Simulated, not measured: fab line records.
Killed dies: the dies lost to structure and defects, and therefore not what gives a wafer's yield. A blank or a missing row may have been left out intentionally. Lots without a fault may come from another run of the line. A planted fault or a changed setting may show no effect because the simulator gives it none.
Which tool was responsible? + flow n5 finfet + 24 lots, 72 wafers sampled, at 4 steps of a route of 1938

WHAT EACH GAUGE READ, for each wafer
N5_BEOL_M3_OCD_MEAS_38.
| lot  | measured     | on     | trench depth nm (nm) |
|------|--------------|--------|----------------------|
| L074 | day 8 00:20  | ocd-01 | 56.7 56.6 54.1       |
| L075 | day 8 13:35  | ocd-02 | 55.3 54.9 55.3       |
| L076 | day 8 18:37  | ocd-01 | 55.4 55.8 55.8       |
| L077 | day 9 01:53  | ocd-02 | 55.0 54.2 53.6       |
| L078 | day 9 11:35  | ocd-01 | 54.7 54.5 54.8       |
| L080 | day 9 11:44  | ocd-02 | 54.9 55.8 55.4       |
| L079 | day 9 15:49  | ocd-02 | 55.9 55.5 57.2       |
| L081 | day 9 15:41  | ocd-01 | 54.7 54.3 54.3       |
| L082 | day 10 05:22 | ocd-01 | 55.5 56.3 54.6       |
| L083 | day 10 11:19 | ocd-02 | 54.3 55.0 54.6       |
| L084 | day 10 15:06 | ocd-01 | 54.8 55.1 55.5       |
| L087 | day 11 08:07 | ocd-01 | 56.8 55.9 56.5       |
| L085 | day 11 11:40 | ocd-01 | 54.9 54.9 55.8       |
| L086 | day 11 11:38 | ocd-02 | 56.9 56.7 55.6       |
| L089 | day 11 20:10 | ocd-01 | 55.4 56.0 55.3       |
| L088 | day 11 23:32 | ocd-01 | 56.5 56.4 54.8       |
| L090 | day 12 11:43 | ocd-02 | 56.0 54.9 55.4       |
| L091 | day 12 10:41 | ocd-01 | 56.1 54.1 54.2       |
| L092 | day 12 20:00 | ocd-01 | 55.1 54.3 55.9       |
| L093 | day 12 23:08 | ocd-01 | 54.8 55.2 55.8       |
| L094 | day 12 23:28 | ocd-02 | 55.8 55.6 55.1       |
| L095 | day 13 05:04 | ocd-02 | 56.0 54.0 56.0       |
| L096 | day 13 10:38 | ocd-01 | 55.6 54.7 54.8       |
| L097 | day 13 16:49 | ocd-01 | 54.0 54.5 56.8       |

TOOL THAT RAN EACH LOT (tool first, then ch and the chambers of the sampled wafers, then the start)
| lot  | N5_BEOL_M2_ANNEAL_95         | N5_BEOL_M2_DEP_57               | N5_BEOL_M3_STRIP_97                           |
|------|------------------------------|---------------------------------|-----------------------------------------------|
| L074 | pvd sputter-02, day 7 20:05  | pecvd-04 ch 0,2, day 7 21:13    | rie diel-02 ch 0,1,3, day 8 00:20 or earlier  |
| L075 | pvd sputter-03, day 8 03:26  | pecvd-02 ch 1,2, day 8 04:50    | rie diel-01 ch 1,3, day 8 13:35 or earlier    |
| L076 | pvd sputter-02, day 8 06:28  | pecvd-03 ch 0,1,2, day 8 07:35  | rie diel-01 ch 0,3, day 8 18:37 or earlier    |
| L077 | pvd sputter-03, day 8 06:35  | pecvd-04 ch 0,1, day 8 07:43    | rie diel-05 ch 0,1,2, day 9 01:53 or earlier  |
| L078 | pvd sputter-03, day 8 11:12  | pecvd-02 ch 0,1, day 8 12:20    | rie diel-05 ch 0,1, day 9 11:35 or earlier    |
| L080 | pvd sputter-03, day 8 15:30  | pecvd-02 ch 0,1,2, day 8 16:37  | rie diel-01 ch 0,3, day 9 11:44 or earlier    |
| L079 | pvd sputter-01, day 8 16:46  | pecvd-04 ch 1, day 8 17:55      | rie diel-01 ch 0,2, day 9 15:49 or earlier    |
| L081 | pvd sputter-01, day 8 21:09  | pecvd-04 ch 1,2, day 8 22:18    | rie diel-02 ch 0,2, day 9 15:41 or earlier    |
| L082 | pvd sputter-01, day 9 04:59  | pecvd-04 ch 0,2, day 9 06:06    | rie diel-05 ch 0,2,3, day 10 05:22 or earlier |
| L083 | pvd sputter-02, day 10 02:48 | pecvd-02 ch 0,1, day 10 04:05   | rie diel-05 ch 0,1,3, day 10 11:19 or earlier |
| L084 | pvd sputter-01, day 10 10:06 | pecvd-04 ch 0,2, day 10 11:15   | rie diel-01 ch 0,3, day 10 15:06 or earlier   |
| L087 | pvd sputter-03, day 10 21:37 | pecvd-03 ch 0,2, day 10 22:46   | rie diel-02 ch 1,3, day 11 08:07 or earlier   |
| L085 | pvd sputter-02, day 10 21:44 | pecvd-03 ch 0,1, day 10 23:04   | rie diel-05 ch 0,1,2, day 11 11:40 or earlier |
| L086 | pvd sputter-01, day 10 21:53 | pecvd-04 ch 0,2, day 10 23:10   | rie diel-02 ch 1,3, day 11 11:38 or earlier   |
| L089 | pvd sputter-02, day 11 10:35 | pecvd-03 ch 1,2, day 11 11:42   | rie diel-02 ch 1,3, day 11 20:10 or earlier   |
| L088 | pvd sputter-02, day 11 14:41 | pecvd-04 ch 0,1, day 11 15:48   | rie diel-02 ch 0,3, day 11 23:32 or earlier   |
| L090 | pvd sputter-03, day 11 19:31 | pecvd-03 ch 1,2, day 11 20:38   | rie diel-05 ch 1,2, day 12 11:43 or earlier   |
| L091 | pvd sputter-03, day 11 21:22 | pecvd-03 ch 1,2, day 11 22:31   | rie diel-02 ch 0,2,3, day 12 10:41 or earlier |
| L092 | pvd sputter-01, day 12 02:25 | pecvd-02 ch 0,2, day 12 03:35   | rie diel-05 ch 0,3, day 12 20:00 or earlier   |
| L093 | pvd sputter-03, day 12 03:58 | pecvd-04 ch 0,2, day 12 05:26   | rie diel-02 ch 1,2,3, day 12 23:08 or earlier |
| L094 | pvd sputter-03, day 12 11:42 | pecvd-02 ch 1,2, day 12 12:49   | rie diel-01 ch 0,3, day 12 23:28 or earlier   |
| L095 | pvd sputter-02, day 12 13:50 | pecvd-02 ch 0,1,2, day 12 15:14 | rie diel-05 ch 1,2,3, day 13 05:04 or earlier |
| L096 | pvd sputter-01, day 13 03:56 | pecvd-04 ch 0,1,2, day 13 05:20 | rie diel-01 ch 1,3, day 13 10:38 or earlier   |
| L097 | pvd sputter-03, day 13 10:24 | pecvd-03 ch 0,1, day 13 11:35   | rie diel-02 ch 0,1,2, day 13 16:49 or earlier |
- N5_BEOL_M2_ANNEAL_95: time 240 s.
- N5_BEOL_M2_DEP_57: deposits SiCN from 3MS/NH3, target thk 8 nm, time 14 s.
- N5_BEOL_M3_STRIP_97: strips in N2/H2, time 10 s.

WHAT THE TOOLS THEMSELVES READ (means of the sampled wafers that have a number; where no wafer has one, the mark that the record gives instead)
N5_BEOL_M2_ANNEAL_95.
| lot  | tool           | heater power w (W) | susceptor_temp_C_max |
|------|----------------|--------------------|----------------------|
| L074 | pvd sputter-02 | 813                | 400.7                |
| L075 | pvd sputter-03 | 915                | 401.3                |
| L076 | pvd sputter-02 | 845                | 401.1                |
| L077 | pvd sputter-03 | 915                | 401.2                |
| L078 | pvd sputter-03 | 912                | 401.1                |
| L080 | pvd sputter-03 | 837                | 400.7                |
| L079 | pvd sputter-01 | 817                | 401.2                |
| L081 | pvd sputter-01 | 830                | 401.1                |
| L082 | pvd sputter-01 | 819                | 401.3                |
| L083 | pvd sputter-02 | 869                | 400.8                |
| L084 | pvd sputter-01 | 842                | 400.9                |
| L087 | pvd sputter-03 | 802                | 400.8                |
| L085 | pvd sputter-02 | 823                | 400.6                |
| L086 | pvd sputter-01 | 848                | 401.0                |
| L089 | pvd sputter-02 | 866                | 401.3                |
| L088 | pvd sputter-02 | 906                | 401.2                |
| L090 | pvd sputter-03 | 881                | 401.2                |
| L091 | pvd sputter-03 | 876                | 400.9                |
| L092 | pvd sputter-01 | 826                | 401.2                |
| L093 | pvd sputter-03 | 838                | 400.9                |
| L094 | pvd sputter-03 | 875                | 401.1                |
| L095 | pvd sputter-02 | 842                | 400.8                |
| L096 | pvd sputter-01 | 856                | 400.9                |
| L097 | pvd sputter-03 | 880                | 401.0                |

N5_BEOL_M2_DEP_57.
| lot  | tool     | chamber pressure Torr (Torr) | showerhead plenum p Torr (Torr) | throttle valve pct (%) |
|------|----------|------------------------------|---------------------------------|------------------------|
| L074 | pecvd-04 | 2.996                        | 3.667                           | 8.3                    |
| L075 | pecvd-02 | 3.009                        | 3.667                           | 9.5                    |
| L076 | pecvd-03 | 3.000                        | 3.681                           | 9.5                    |
| L077 | pecvd-04 | 3.002                        | 3.657                           | 9.2                    |
| L078 | pecvd-02 | 2.997                        | 3.667                           | 9.0                    |
| L080 | pecvd-02 | 3.003                        | 3.653                           | 9.1                    |
| L079 | pecvd-04 | 3.005                        | 3.651                           | 9.7                    |
| L081 | pecvd-04 | 2.998                        | 3.655                           | 9.3                    |
| L082 | pecvd-04 | 3.003                        | 3.663                           | 8.6                    |
| L083 | pecvd-02 | 3.008                        | 3.649                           | 8.6                    |
| L084 | pecvd-04 | 2.997                        | 3.678                           | 8.5                    |
| L087 | pecvd-03 | 3.002                        | 3.662                           | 10.0                   |
| L085 | pecvd-03 | 3.003                        | 3.677                           | 9.8                    |
| L086 | pecvd-04 | 3.001                        | 3.666                           | 8.5                    |
| L089 | pecvd-03 | 3.014                        | 3.690                           | 9.1                    |
| L088 | pecvd-04 | 2.996                        | 3.659                           | 8.9                    |
| L090 | pecvd-03 | 3.001                        | 3.685                           | 8.7                    |
| L091 | pecvd-03 | 2.994                        | 3.690                           | 9.1                    |
| L092 | pecvd-02 | 3.000                        | 3.639                           | 8.9                    |
| L093 | pecvd-04 | 3.003                        | 3.671                           | 8.6                    |
| L094 | pecvd-02 | 3.001                        | 3.659                           | 9.1                    |
| L095 | pecvd-02 | 3.004                        | 3.656                           | 9.0                    |
| L096 | pecvd-04 | 2.999                        | 3.671                           | 9.1                    |
| L097 | pecvd-03 | 2.993                        | 3.679                           | 10.0                   |

N5_BEOL_M3_STRIP_97.
| lot  | tool        | drypump motor current A (A) | oes product au (a.u.) | rf vpp V (V) | showerhead plenum p Torr (Torr) | throttle valve pct (%) |
|------|-------------|-----------------------------|-----------------------|--------------|---------------------------------|------------------------|
| L074 | rie diel-02 | 5.8                         | 0.89                  | 60.0         | 2.65                            | 23.74                  |
| L075 | rie diel-01 | 5.8                         | 0.75                  | 59.4         | 2.60                            | 23.96                  |
| L076 | rie diel-01 | 6.0                         | 0.86                  | 59.2         | 2.58                            | 23.61                  |
| L077 | rie diel-05 | 5.7                         | 0.73                  | 59.0         | 2.52                            | 23.54                  |
| L078 | rie diel-05 | 6.1                         | 0.71                  | 59.2         | 2.58                            | 23.72                  |
| L080 | rie diel-01 | 6.2                         | 0.84                  | 59.5         | 2.58                            | 23.79                  |
| L079 | rie diel-01 | 6.2                         | 0.90                  | 59.4         | 2.62                            | 23.68                  |
| L081 | rie diel-02 | 5.7                         | 0.73                  | 59.5         | 2.59                            | 23.91                  |
| L082 | rie diel-05 | 5.6                         | 0.70                  | 59.1         | 2.54                            | 23.61                  |
| L083 | rie diel-05 | 6.0                         | 0.70                  | 59.3         | 2.58                            | 23.68                  |
| L084 | rie diel-01 | 6.1                         | 0.83                  | 58.7         | 2.58                            | 23.79                  |
| L087 | rie diel-02 | 6.1                         | 0.88                  | 59.7         | 2.66                            | 23.67                  |
| L085 | rie diel-05 | 5.7                         | 0.72                  | 59.6         | 2.51                            | 23.56                  |
| L086 | rie diel-02 | 5.9                         | 0.88                  | 59.6         | 2.62                            | 23.59                  |
| L089 | rie diel-02 | 5.9                         | 0.89                  | 59.7         | 2.62                            | 23.60                  |
| L088 | rie diel-02 | 6.0                         | 0.82                  | 59.6         | 2.67                            | 23.87                  |
| L090 | rie diel-05 | 5.7                         | 0.73                  | 59.4         | 2.48                            | 23.44                  |
| L091 | rie diel-02 | 6.0                         | 0.76                  | 60.1         | 2.61                            | 23.83                  |
| L092 | rie diel-05 | 5.9                         | 0.85                  | 58.8         | 2.59                            | 23.57                  |
| L093 | rie diel-02 | 6.0                         | 0.80                  | 59.5         | 2.59                            | 23.65                  |
| L094 | rie diel-01 | 6.1                         | 0.82                  | 59.7         | 2.57                            | 23.83                  |
| L095 | rie diel-05 | 5.6                         | 0.80                  | 58.9         | 2.50                            | 23.43                  |
| L096 | rie diel-01 | 5.8                         | 0.84                  | 59.2         | 2.57                            | 23.57                  |
| L097 | rie diel-02 | 5.8                         | 0.75                  | 58.9         | 2.57                            | 23.75                  |

THE ANSWER, worked out from the rows above alone
Rule: the usual values come from the lots themselves. The widest of any qualifying gaps counts: lots, ordered by their means at a reading, are off when they make up no more than a third of the lots, leave a main group of 4 or more, and stand apart from it by 3 or more times the standard deviation of that group's means. A main group whose means are all the same, to the digits that the tables above print for the reading, isn't used. Also off: a lot with no number at a reading for which 4 or more lots have one. Any other lot the step has rows for is counted as sound. First the gauges in route order, then the tools' own readings, where a lot's mean is used as printed above. At the first step where some lot is off, the reading lying furthest off is the one used; lots without a number count as furthest.
None of the lots is off at any reading shown; this tells nothing.

WHAT WAS PUT IN BY THE SIMULATOR
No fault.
